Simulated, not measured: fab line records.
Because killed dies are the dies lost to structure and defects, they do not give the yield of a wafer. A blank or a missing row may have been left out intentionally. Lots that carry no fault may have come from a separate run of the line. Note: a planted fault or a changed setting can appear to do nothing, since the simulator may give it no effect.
Which tool was responsible? -- flow n5Finfet -- 29 wafers from 10 lots sampled at 5 of the route's 1938 steps

WHAT THE GAUGES READ, wafer by wafer
N5_BEOL_M3_OVL_MEAS_12.
lot,measured,on,M3_OVL (nm)
L997,day 7 02:27,overlay-01,-0.4 -0.2 -1.2
L999,day 7 18:50,overlay-02,0.2 -0.5 -0.2
L100,day 8 04:01,overlay-01,-0.1 -0.1 -0.1
L101,day 8 09:12,overlay-01,-0.6 -0.2 0.3
L102,day 9 08:20,overlay-02,-0.2 -0.1 -0.4
L106,day 9 19:50,overlay-01,-1.2 -1.0 -1.1
L115,day 12 02:11,overlay-01,0.2 -0.6 0.5
L116,day 12 04:44,overlay-01,0.2 0.0 0.7
L117,day 12 23:14,overlay-01,-0.8 -0.5
L118,day 13 01:11,overlay-01,-0.8 0.1 0.0

N5_BEOL_M3_CD_MEAS_28: target cd 25.7 nm, target cd y 23.3 nm.
lot,measured,on,cdNm (nm)
L997,day 7 03:18,cdSem-03,26.02 26.09 25.85
L999,day 7 19:54,cdSem-01,25.66 25.74 25.53
L100,day 8 05:02,cdSem-02,25.72 25.61 25.45
L101,day 8 10:07,cdSem-02,25.27 25.87 25.49
L102,day 9 09:18,cdSem-02,25.41 25.75 25.91
L106,day 9 20:46,cdSem-03,25.54 25.62 25.84
L115,day 12 03:02,cdSem-03,25.24 25.50 25.75
L116,day 12 05:42,cdSem-03,25.44 25.64 25.61
L117,day 13 00:44,cdSem-02,25.77 25.86
L118,day 13 02:16,cdSem-03,25.46 25.47 25.60

N5_BEOL_M4_RC_MEAS_101.
lot,measured,on,DIBL_N (mV/V),DIBL_P (mV/V),IOFF_N (nA/um),IOFF_P (nA/um),ION_N (uA/um),ION_P (uA/um),SS_N (mV/dec),SS_P (mV/dec),VT_N (mV),VT_P (mV)
L997,day 7 23:35,prober-02,35.3 39.2 34.3,34.8 39.8 33.7,0.16 0.24 0.13,0.19 0.28 0.18,679 696 673,465 470 456,71.8 72.5 71.5,73.6 74.4 72.1,246 243 251,-251 -245 -254
L999,day 8 15:56,prober-02,35.4 35.4 35.0,37.8 38.0 38.6,0.16 0.16 0.16,0.21 0.22 0.22,684 673 680,464 463 469,71.1 71.4 71.7,73.1 74.1 72.9,250 252 246,-249 -249 -248
L100,day 9 02:04,prober-01,36.2 36.6 36.1,35.0 36.3 35.0,0.17 0.18 0.16,0.23 0.25 0.24,682 670 667,467 465 464,72.2 71.1 71.3,73.1 73.9 74.1,249 248 251,-249 -244 -244
L101,day 9 02:43,prober-02,35.6 37.4 39.1,35.6 38.3 40.9,0.13 0.18 0.22,0.17 0.21 0.25,668 698 689,453 470 470,70.7 71.8 71.8,74.0 73.4 74.5,255 249 247,-256 -251 -250
L102,day 10 08:14,prober-01,38.4 35.3 35.4,37.2 34.7 34.4,0.20 0.15 0.15,0.26 0.22 0.21,697 689 678,470 473 468,71.9 71.2 72.0,73.5 73.2 72.7,246 249 250,-244 -248 -249
L106,day 10 13:52,prober-01,37.5 34.5 36.5,36.4 34.1 36.2,0.21 0.14 0.20,0.26 0.22 0.26,681 682 690,471 476 472,71.8 70.7 71.4,72.5 72.7 72.7,244 248 245,-246 -246 -246
L115,day 12 18:43,prober-02,34.6 34.2 35.2,34.6 34.5 34.7,0.13 0.13 0.13,0.20 0.19 0.20,650 665 659,458 462 460,71.4 70.3 71.3,72.5 73.3 72.6,249 250 250,-248 -248 -247
L116,day 12 21:07,prober-01,35.5 36.5 35.4,35.1 35.7 33.6,0.15 0.16 0.14,0.22 0.23 0.20,683 668 669,473 464 465,71.0 71.0 71.5,74.0 73.4 72.4,248 252 253,-249 -249 -250
L117,day 13 20:05,prober-01,33.8 36.4,33.1 36.4,0.12 0.17,0.17 0.22,663 692,462 474,70.7 71.4,72.3 73.4,251 245,-253 -247
L118,day 14 03:27,prober-01,38.0 35.9 34.6,39.9 36.3 34.2,0.19 0.15 0.13,0.26 0.20 0.17,672 660 675,464 453 457,71.5 71.2 71.2,73.8 73.0 72.9,249 252 250,-245 -250 -249

EACH LOT AND THE TOOL THAT RAN IT (in order: tool; ch and the chambers of the sampled wafers; start)
lot,N5_BEOL_M3_DESCUM_16,N5_BEOL_M3_COAT_68
L997,"rieDiel-04 ch 0,1,2, day 7 02:33","lithoTrack-01 ch 0, day 7 03:01"
L999,"rieDiel-06 ch 0,1,2, day 7 18:56","lithoTrack-02 ch 0, day 7 19:37"
L100,"rieDiel-04 ch 1,2,3, day 8 04:10","lithoTrack-01 ch 0, day 8 04:38"
L101,"rieDiel-04 ch 1,3, day 8 09:17","lithoTrack-01 ch 0, day 8 09:50"
L102,"rieDiel-04 ch 0,1,2, day 9 08:33","lithoTrack-04 ch 0, day 9 09:01"
L106,"rieDiel-06 ch 0,2,3, day 9 19:55","lithoTrack-02 ch 0, day 9 20:29"
L115,"rieDiel-05 ch 0,1, day 12 02:17","lithoTrack-01 ch 0, day 12 02:46"
L116,"rieDiel-06 ch 1,2, day 12 04:50","lithoTrack-01 ch 0, day 12 05:18"
L117,"rieDiel-04 ch 1,2, day 12 23:49","lithoTrack-02 ch 0, day 13 00:19"
L118,"rieDiel-05 ch 1,2,3, day 13 01:24","lithoTrack-02 ch 0, day 13 01:52"
- N5_BEOL_M3_DESCUM_16: chemistry O2, time 7 s.
- N5_BEOL_M3_COAT_68: time 60 s, resist thk 12 nm.

WHAT THE TOOLS THEMSELVES READ (means of the sampled wafers that have a number; where no wafer has one, the mark that the record gives instead)
N5_BEOL_M3_DESCUM_16.
lot,tool,drypumpMotorCurrentA (A),oesProductAu (a.u.),rfVppV (V),showerheadPlenumPTorr (Torr),throttleValvePct (%)
L997,rieDiel-04,6.0,0.77,243.0,2.10,20.58
L999,rieDiel-06,5.6,0.92,244.9,2.20,20.15
L100,rieDiel-04,5.8,0.71,242.9,2.11,20.69
L101,rieDiel-04,6.0,0.72,243.7,2.18,20.68
L102,rieDiel-04,5.9,0.75,243.1,2.09,20.62
L106,rieDiel-06,5.8,0.88,244.0,2.18,20.27
L115,rieDiel-05,5.6,0.78,241.6,2.00,20.38
L116,rieDiel-06,5.6,0.87,244.5,2.16,20.05
L117,rieDiel-04,5.8,0.69,242.6,2.06,20.59
L118,rieDiel-05,5.2,0.73,242.1,2.01,20.55

N5_BEOL_M3_COAT_68.
lot,tool,spinSpeedRpm (rpm)
L997,lithoTrack-01,1500.3
L999,lithoTrack-02,1499.7
L100,lithoTrack-01,1499.2
L101,lithoTrack-01,1499.8
L102,lithoTrack-04,1499.9
L106,lithoTrack-02,1500.2
L115,lithoTrack-01,1463.7
L116,lithoTrack-01,1463.0
L117,lithoTrack-02,1500.7
L118,lithoTrack-02,1501.0

THE ANSWER, worked out from the rows above alone
Rule: the usual values come from the lots themselves. Put in order of their means at a reading, lots are off if they are a third of the lots or fewer, leave a main group of 4 or more, and stand apart from it by a gap of 3 or more times the standard deviation of the main group's means; of several such gaps the widest counts. A main group whose means are all the same, to the digits that the tables above print for the reading, isn't used. A lot without any number at a reading at which 4 lots or more have one is off too. Where the step has rows for the other lots, those lots are counted as sound. Order of review: gauges by route order, followed by the tools' own readings, for which a lot's mean as printed above is used. At the first step where some lot is off, the reading lying furthest off is the one used; lots without a number count as furthest.
Off at N5_BEOL_M3_COAT_68 (spinSpeedRpm): L115, L116. Mean 1500.1 rpm and standard deviation 0.54 in the main group.
A tool fits if, at that step or a process step before it, it ran every lot that is off, and no sound lot after the first of them. One fits: lithoTrack-01 at N5_BEOL_M3_COAT_68. Its last sound lot is L101 (day 8 09:50), its first lot that is off L115 (day 12 02:46): a fault that began between those two fits.
The tool's own readings at N5_BEOL_M3_COAT_68 bear it out: on the lots that are off they differ by more than 5 times the standard deviation of the sound lots' means. spinSpeedRpm reads 1463.3 rpm there against 1500.1 rpm on the sound lots.

WHAT WAS PUT IN BY THE SIMULATOR
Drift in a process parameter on lithoTrack-01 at N5_BEOL_M3_COAT_68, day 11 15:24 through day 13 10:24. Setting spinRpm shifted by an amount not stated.
Struck lots among those shown: L115, L116. The rule above found the same.
